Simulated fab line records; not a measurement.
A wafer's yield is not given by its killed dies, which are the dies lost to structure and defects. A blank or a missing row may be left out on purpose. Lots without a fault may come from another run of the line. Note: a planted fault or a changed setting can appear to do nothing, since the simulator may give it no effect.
fab line records -- flow nand-harc
record: lots: 12, wafers: 36, last-day: 25
route steps=1159 shown A_CONTACT@904
lots with no fault: from the same line, run without faults
start-h: hours from the record's opening day to when the first of the lot's shown wafers began -- wait-h: hours elapsed since this lot's preceding step -- " unchanged from the row above -- L1.1+2: a row that stands for several wafers -- - either no value or no given start -- * or withheld: withheld -- < > ~ a bound
route shown NAME@n: NAME is a module with steps in the file, n the number in the route of the first one -- usual: mean/standard deviation taken from wafers without a fault -- same: alike in all rows -- chamber/n: place in a boat -- sites: per-site readings -- _std_site: how widely they spread, as a standard deviation -- _edge_site: the outer-site mean with the inner-site mean subtracted -- radius-mm: for every site, how far away it sits from the centre of the wafer -- mask NAME#n: copy n -- behind: the last tool/chamber to shape the wafer -- hold: why the lot was held/for how many hours/how that ended -- device: transistor that didn't switch, given as n, p or np -- end of line: the tests these same wafers got at the end of their route -- a step given without rows: its recipe and nothing more -- killed: count of dies lost to structure and defects at first sort (not the wafer's yield) -- map: a wafer's dies, x killed, . not, _ none there
set.NAME: the run value of the setting; set.NAME@STEP: its run value at that earlier step -- model.NAME: the simulator's own value behind a step, which no gauge read
the route's steps for a sample of lots (tables are steps, rows are wafers)
services: when a tool's chamber went out of use (start-h, in hours from the record's first day, below 0 if earlier), for how many hours, and the reason
== steps ==
step: NHARC_A_CONTACT_ETCH_124
recipe: source-w: withheld, pressure-mtorr: 20, bias-v: withheld, time-s: 140, target-depth-a: 7000, ar-flow-sccm: withheld, c4f8-flow-sccm: withheld, o2-flow-sccm: withheld, chemistry: C4F8/O2/Ar
lot.wafer,tool,chamber,start-h,wait-h,rf-hours-counter-h
L606.1,har-cap-etch-01,1,389.67,-,59
L606.4,har-cap-etch-01,0,389.67,-,-
L606.6,har-cap-etch-01,0,389.67,-,-
L605.2,har-cap-etch-02,0,391.91,-,15
L605.1,har-cap-etch-02,1,391.91,-,15
L605.5,har-cap-etch-02,0,391.91,-,-
L607.1,har-cap-etch-02,1,400.34,-,18
L607.3,har-cap-etch-02,0,400.34,-,-
L607.5,har-cap-etch-02,0,400.34,-,-
L609.3,har-cap-etch-03,0,405.94,-,-
L609.4,har-cap-etch-03,1,405.94,-,-
L609.5,har-cap-etch-03,1,405.94,-,-
L612.2,har-cap-etch-01,0,419.14,-,63
L612.1,har-cap-etch-01,1,419.14,-,63
L612.3,har-cap-etch-01,1,419.14,-,-
L614.1,har-cap-etch-03,1,434.13,-,93
L614.2,har-cap-etch-03,0,434.13,-,93
L614.6,har-cap-etch-03,1,434.13,-,-
L613.1,har-cap-etch-01,0,435.86,-,67
L613.2,har-cap-etch-01,1,435.86,-,67
L613.3,har-cap-etch-01,0,435.86,-,-
L616.3,har-cap-etch-01,1,449.19,-,-
L616.4,har-cap-etch-01,0,449.19,-,-
L616.5,har-cap-etch-01,1,449.19,-,-
L615.1,har-cap-etch-03,1,461.61,-,98
L615.3,har-cap-etch-03,0,461.61,-,-
L615.6,har-cap-etch-03,1,461.61,-,-
L620.2,har-cap-etch-01,0,478.84,-,75
L620.1,har-cap-etch-01,1,478.84,-,75
L620.6,har-cap-etch-01,0,478.84,-,-
L622.3,har-cap-etch-02,1,484.78,-,-
L622.5,har-cap-etch-02,0,484.78,-,-
L622.6,har-cap-etch-02,1,484.78,-,-
L626.3,har-cap-etch-02,0,523.07,-,-
L626.4,har-cap-etch-02,1,523.07,-,-
L626.6,har-cap-etch-02,0,523.07,-,-
step: NHARC_A_CONTACT_ETCH_91
recipe: target-depth-a: 400, over-etch-frac: 0.5, time-s: 85.7, ion-energy-ev: 120, ch3f-flow-sccm: 50, o2-flow-sccm: 30, ar-flow-sccm: 200, rf-w: 500, bias-w: 100, chemistry: CH3F/O2
usual: drypump-motor-current-A: 5.7/0.33, oes-product-au: 0.94/0.033, rf-vpp-V: 244.4/1.7, showerhead-plenum-p-Torr: 2.45/0.1, throttle-valve-pct: 20.663/0.0086
lot.wafer,tool,chamber,start-h,wait-h,drypump-motor-current-A,oes-product-au,rf-hours-counter-h,rf-vpp-V,showerhead-plenum-p-Torr,throttle-valve-pct
L606.1,rie-diel-12,2,391.71,0.6,5.7,0.94,1,244.7,2.39,20.651
L606.4,rie-diel-12,3,391.71,0.6,6.0,0.91,1,246.3,2.50,20.677
L606.6,rie-diel-12,2,391.71,0.6,5.8,0.94,-,243.8,2.39,20.645
L605.1,rie-diel-12,1,393.81,0.5,5.5,0.92,1,241.9,2.33,20.663
L605.2,rie-diel-12,2,393.81,0.5,5.7,0.93,1,244.5,2.39,20.673
L605.5,rie-diel-12,2,393.81,0.5,5.7,0.94,-,243.2,2.39,20.675
L607.1,rie-diel-12,2,402.25,0.5,5.7,1.01,3,243.1,2.39,20.674
L607.3,rie-diel-12,0,402.25,0.5,5.3,1.00,3,244.5,2.53,20.654
L607.5,rie-diel-12,2,402.25,0.5,5.8,1.02,-,242.5,2.39,20.665
L609.4,rie-diel-10,0,407.80,0.4,6.3,1.00,19,246.5,2.58,20.672
L609.3,rie-diel-10,2,407.80,0.4,5.6,1.00,18,241.4,2.37,20.648
L609.5,rie-diel-10,0,407.80,0.4,6.3,1.00,-,246.0,2.58,20.658
L612.2,rie-diel-12,0,421.50,0.6,5.3,0.93,7,245.3,2.53,20.676
L612.3,rie-diel-12,2,421.50,0.6,5.7,0.94,6,244.7,2.39,20.661
L612.1,rie-diel-12,3,421.50,0.6,6.0,0.92,6,245.8,2.50,20.650
L614.2,rie-diel-12,1,436.04,0.5,5.5,0.91,8,242.1,2.33,20.672
L614.1,rie-diel-12,3,436.04,0.5,6.0,0.90,9,245.8,2.50,20.664
L614.6,rie-diel-12,0,436.04,0.5,5.3,0.93,-,245.2,2.53,20.668
L613.3,rie-diel-12,2,437.76,0.4,5.7,0.94,8,244.9,2.39,20.651
L613.2,rie-diel-12,3,437.76,0.4,6.0,0.90,9,246.7,2.50,20.652
L613.1,rie-diel-12,0,437.76,0.4,5.3,0.93,9,245.7,2.53,20.664
L616.3,rie-diel-12,3,451.20,0.4,6.0,0.91,11,245.0,2.50,20.648
L616.4,rie-diel-12,2,451.20,0.4,5.7,0.93,10,244.5,2.39,20.661
L616.5,rie-diel-12,0,451.20,0.4,5.3,0.92,-,246.2,2.53,20.663
L615.3,rie-diel-12,1,463.54,0.4,5.5,0.91,13,242.4,2.33,20.666
L615.1,rie-diel-12,2,463.54,0.4,5.7,0.93,13,242.9,2.39,20.665
L615.6,rie-diel-12,0,463.54,0.4,5.3,0.93,-,245.2,2.53,20.672
L620.1,rie-diel-13,0,480.76,0.5,5.2,1.00,7,245.2,2.63,20.663
L620.2,rie-diel-13,1,480.76,0.5,5.6,1.00,7,242.9,2.36,20.651
L620.6,rie-diel-13,3,480.76,0.5,5.0,1.01,-,242.3,2.29,20.667
L622.3,rie-diel-12,3,487.11,0.4,6.0,0.90,18,245.1,2.50,20.681
L622.6,rie-diel-12,1,487.11,0.4,5.5,0.91,-,241.5,2.33,20.657
L622.5,rie-diel-12,2,487.11,0.4,5.7,0.93,-,242.7,2.38,20.662
L626.4,rie-diel-10,2,524.90,0.4,5.5,0.93,65,242.9,2.35,20.663
L626.3,rie-diel-10,3,524.90,0.4,6.0,0.94,58,243.2,2.49,20.663
L626.6,rie-diel-10,3,524.90,0.4,6.0,0.94,-,245.1,2.49,20.660
step: NHARC_A_CONTACT_STRIP_82
recipe: o2-flow-sccm: 500, ar-flow-sccm: 0, bias-w: 0, chemistry: O2
usual: chamber-pressure-mTorr: 60.00/0.056, drypump-motor-current-A: 5.7/0.38, oes-product-au: 0.999/0.014, rf-vpp-V: 57.7/0.89, showerhead-plenum-p-Torr: 3.54/0.15, throttle-valve-pct: 17.034/0.0086
same: bias-w: 0
lot.wafer,tool,chamber,start-h,wait-h,chamber-pressure-mTorr,drypump-motor-current-A,oes-product-au,rf-hours-counter-h,rf-vpp-V,showerhead-plenum-p-Torr,throttle-valve-pct
L606.4,rie-diel-12,3,-,-,59.98,6.0,0.977,1,57.6,3.59,17.034
L606.1,rie-diel-12,0,-,-,59.96,5.3,0.995,1,59.8,3.63,17.042
L606.6,rie-diel-12,0,-,-,60.03,5.3,1.009,-,57.8,3.63,17.035
L605.2,rie-diel-12,2,-,-,60.10,5.7,1.019,1,56.7,3.43,17.030
L605.1,rie-diel-12,3,-,-,60.07,6.0,0.982,1,58.7,3.59,17.027
L605.5,rie-diel-12,1,-,-,59.92,5.4,0.992,-,58.8,3.36,17.035
L607.3,rie-diel-13,1,-,-,60.05,5.6,0.998,47,56.1,3.41,17.025
L607.1,rie-diel-13,2,-,-,60.11,5.5,0.985,47,58.0,3.66,17.041
L607.5,rie-diel-13,3,-,-,60.04,5.0,1.014,-,56.6,3.31,17.026
L609.3,rie-diel-10,3,-,-,60.02,6.0,1.014,14,58.7,3.59,17.049
L609.4,rie-diel-10,0,-,-,59.92,6.3,1.003,19,57.5,3.70,17.031
L609.5,rie-diel-10,3,-,-,59.88,6.0,1.024,-,57.5,3.59,17.037
L612.1,rie-diel-12,1,-,-,60.00,5.5,0.992,6,57.1,3.35,17.039
L612.3,rie-diel-12,2,-,-,59.90,5.7,1.008,6,56.1,3.43,17.040
L612.2,rie-diel-12,3,-,-,59.99,5.9,0.990,6,58.2,3.59,17.045
L614.1,rie-diel-12,0,-,-,60.07,5.3,0.996,9,58.9,3.63,17.046
L614.2,rie-diel-12,2,-,-,59.98,5.7,1.026,8,57.0,3.43,17.018
L614.6,rie-diel-12,1,-,-,59.94,5.5,0.993,-,56.0,3.35,17.039
L613.1,rie-diel-12,0,-,-,60.09,5.3,1.007,10,58.7,3.63,17.039
L613.3,rie-diel-12,1,-,-,59.97,5.5,0.998,9,57.1,3.35,17.031
L613.2,rie-diel-12,3,-,-,59.95,6.0,0.979,9,57.7,3.59,17.023
L616.4,rie-diel-12,0,-,-,59.99,5.3,0.991,12,58.7,3.63,17.030
L616.3,rie-diel-12,2,-,-,59.84,5.7,1.011,10,56.3,3.43,17.029
L616.5,rie-diel-12,3,-,-,60.05,6.0,0.970,-,56.6,3.59,17.042
L615.1,rie-diel-10,2,-,-,59.99,5.6,1.013,43,58.6,3.39,17.025
L615.3,rie-diel-10,3,-,-,59.98,6.0,1.005,37,58.3,3.58,17.024
L615.6,rie-diel-10,2,-,-,60.01,5.6,1.002,-,58.5,3.39,17.033
L620.2,rie-diel-13,1,-,-,59.96,5.6,0.993,7,58.1,3.40,17.021
L620.1,rie-diel-13,3,-,-,59.97,4.9,1.014,8,57.2,3.30,17.039
L620.6,rie-diel-13,2,-,-,60.00,5.4,0.992,-,57.1,3.65,17.028
L622.3,rie-diel-13,1,-,-,60.10,5.6,0.993,8,56.9,3.40,17.052
L622.6,rie-diel-13,3,-,-,60.02,5.0,1.009,-,57.5,3.30,17.036
L622.5,rie-diel-13,0,-,-,59.97,5.2,0.995,-,59.5,3.77,17.027
L626.3,rie-diel-10,0,-,-,60.01,6.3,1.006,64,59.1,3.68,17.042
L626.4,rie-diel-10,1,-,-,60.02,6.3,1.001,66,58.0,3.77,17.035
L626.6,rie-diel-10,0,-,-,60.02,6.3,1.000,-,58.8,3.68,17.036
step: NHARC_A_CONTACT_STRIP_83
recipe: time-s: 600, temp-c: 30, chemistry: post-etch-residue-remover
usual: bath-heat-duty-pct: 13.1/1.6, run-length-s: 603.2/1.1
lot.wafer,tool,chamber,start-h,wait-h,bath-heat-duty-pct,run-length-s
L606.6,wet-bench-03,7,392.60,-,11.7,602.8
L606.1,wet-bench-03,1,392.60,-,12.3,602.2
L606.4,wet-bench-03,2,392.60,-,13.1,602.3
L605.5,wet-bench-02,6,394.77,-,12.4,604.8
L605.1,wet-bench-02,7,394.77,-,14.4,603.7
L605.2,wet-bench-02,0,394.77,-,12.5,603.0
L607.1,wet-bench-02,4,403.26,-,12.6,605.7
L607.3,wet-bench-02,5,403.26,-,13.3,604.5
L607.5,wet-bench-02,6,403.26,-,11.1,605.2
L609.4,wet-bench-03,3,408.80,-,12.4,602.7
L609.5,wet-bench-03,4,408.80,-,13.6,602.8
L609.3,wet-bench-03,5,408.80,-,11.4,601.8
L612.2,wet-bench-02,7,422.40,-,13.9,604.2
L612.3,wet-bench-02,0,422.40,-,11.7,602.0
L612.1,wet-bench-02,3,422.40,-,18.0,602.8
L614.1,wet-bench-03,4,436.92,-,-,-
L614.6,wet-bench-03,6,436.92,-,-,-
L614.2,wet-bench-03,7,436.92,-,-,-
L613.2,wet-bench-03,0,439.05,-,-,-
L613.1,wet-bench-03,1,439.05,-,-,-
L613.3,wet-bench-03,3,439.05,-,-,-
L616.5,wet-bench-01,5,452.10,-,13.2,604.3
L616.3,wet-bench-01,6,452.10,-,12.5,602.5
L616.4,wet-bench-01,7,452.10,-,10.9,605.6
L615.6,wet-bench-03,1,464.41,-,12.5,601.3
L615.3,wet-bench-03,2,464.41,-,11.9,603.5
L615.1,wet-bench-03,6,464.41,-,13.9,602.8
L620.1,wet-bench-02,4,481.70,-,13.7,604.6
L620.2,wet-bench-02,5,481.70,-,13.0,603.6
L620.6,wet-bench-02,6,481.70,-,12.2,605.3
L622.5,wet-bench-03,3,487.99,-,12.5,601.8
L622.3,wet-bench-03,5,487.99,-,12.2,601.1
L622.6,wet-bench-03,7,487.99,-,11.8,602.0
L626.4,wet-bench-02,6,525.81,-,12.1,605.2
L626.3,wet-bench-02,7,525.81,-,13.7,603.4
L626.6,wet-bench-02,0,525.81,-,12.2,603.6
== services ==
tool,chamber,start-h,hours,kind
rie-diel-10,3,373.61,6.9,repair
wet-bench-03,-,374.92,4.2,repair
rie-diel-12,-,379.40,9.0,pm
rie-diel-12,0,379.40,9.0,vent-cycle
rie-diel-12,1,379.40,9.0,vent-cycle
rie-diel-12,2,379.40,9.0,vent-cycle
rie-diel-12,3,379.40,9.0,vent-cycle
rie-diel-12,0,388.40,-,clean
rie-diel-12,1,388.40,-,clean
rie-diel-12,1,388.40,-,consumable-replace:focus-ring
rie-diel-12,2,388.40,-,clean
rie-diel-12,3,388.40,-,clean
wet-bench-01,-,389.60,8.0,pm
rie-diel-12,0,412.90,-,clean
rie-diel-12,1,412.90,-,clean
rie-diel-13,2,413.52,13.1,repair
rie-diel-13,3,421.53,9.9,repair
rie-diel-13,-,453.15,9.0,pm
rie-diel-10,-,483.08,4.7,repair
rie-diel-13,2,494.71,3.3,repair
wet-bench-03,-,498.41,8.0,pm
rie-diel-13,1,499.40,5.5,repair
rie-diel-12,2,512.50,2.9,repair
rie-diel-13,-,519.22,0.5,repair
== key ==
first-sign: step: NHARC_A_CONTACT_STRIP_83, reading: tool-record, direction: missing
effect none on later readings
met-at NHARC_A_CONTACT_STRIP_83
struck-lots L613,L614
tester-left-out L613,L614
not-acting-at NHARC_A_CONTACT_ETCH_124,NHARC_A_CONTACT_ETCH_91,NHARC_A_CONTACT_STRIP_82
onset-between 408.80 436.92
fault: kind: skipped-step-whole, tool: wet-bench-03, chamber: -, onset-h: 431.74, steps: NHARC_A_CONTACT_STRIP_83, scope: struck-lots-only
tester-left-out: of these lots the tester's yield and bins aren't shown, on N5 and GAA mostly nor the transistor test; their killed dies are dies lost to structure and defects alone, not to doping, threshold or leakage, so they don't give the yield
